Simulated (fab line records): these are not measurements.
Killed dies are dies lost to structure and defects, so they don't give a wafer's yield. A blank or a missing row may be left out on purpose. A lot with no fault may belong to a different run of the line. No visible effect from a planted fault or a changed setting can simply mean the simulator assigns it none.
Matching of chambers -- flow nandHarc -- pecvd-04 running NHARC_A_CONTACT_DEP_29: 3 sister chambers
The step deposits SiON, target thk 100 nm. 3 wafers are shown with their chamber, then 9 later ones without.

## EACH WAFER AND ITS CHAMBER
wafer,chamber,rfFwdPowerW (W)
L082.4,2,348.3
L092.3,0,348.8
L092.5,1,349.4

## WAFERS MISSING THEIR CHAMBER
wafer,rfFwdPowerW (W)
L093.2,349.3
L093.3,348.4
L093.6,348.8
L094.1,348.6
L094.3,349.1
L094.4,348.4
L095.2,347.3
L095.4,349.4
L095.5,349.0

## WHICH CHAMBER EACH WENT THROUGH
wafer,from the rows above,in truth
L093.2,can't be placed: 1 or 0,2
L093.3,can't be placed: 2 or 0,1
L093.6,can't be placed: 0 or 2 or 1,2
L094.1,can't be placed: 0 or 2 or 1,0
L094.3,can't be placed: 1 or 0 or 2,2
L094.4,can't be placed: 2 or 0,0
L095.2,can't be placed: 2 or 0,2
L095.4,can't be placed: 1 or 0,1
L095.5,can't be placed: 0 or 1 or 2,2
Placed correctly: 0 of 9. Can't be placed from these rows: 9 (the true chamber is among the candidates in 7). 0 placed wrongly.
How it was worked out, from the rows above alone: a wafer's distance from a chamber is the root of the sum, over the readings, of the square of ((its reading less the chamber's mean) divided by the reading's scatter). If the next closest chamber is less than 2 further off than the closest, the wafer can't be placed; otherwise it belongs to the closest. Each chamber's mean is taken over the wafers shown for it. The scatter: root of mean squared gap, hidden wafer to nearest shown wafer, with one shown wafer a chamber.
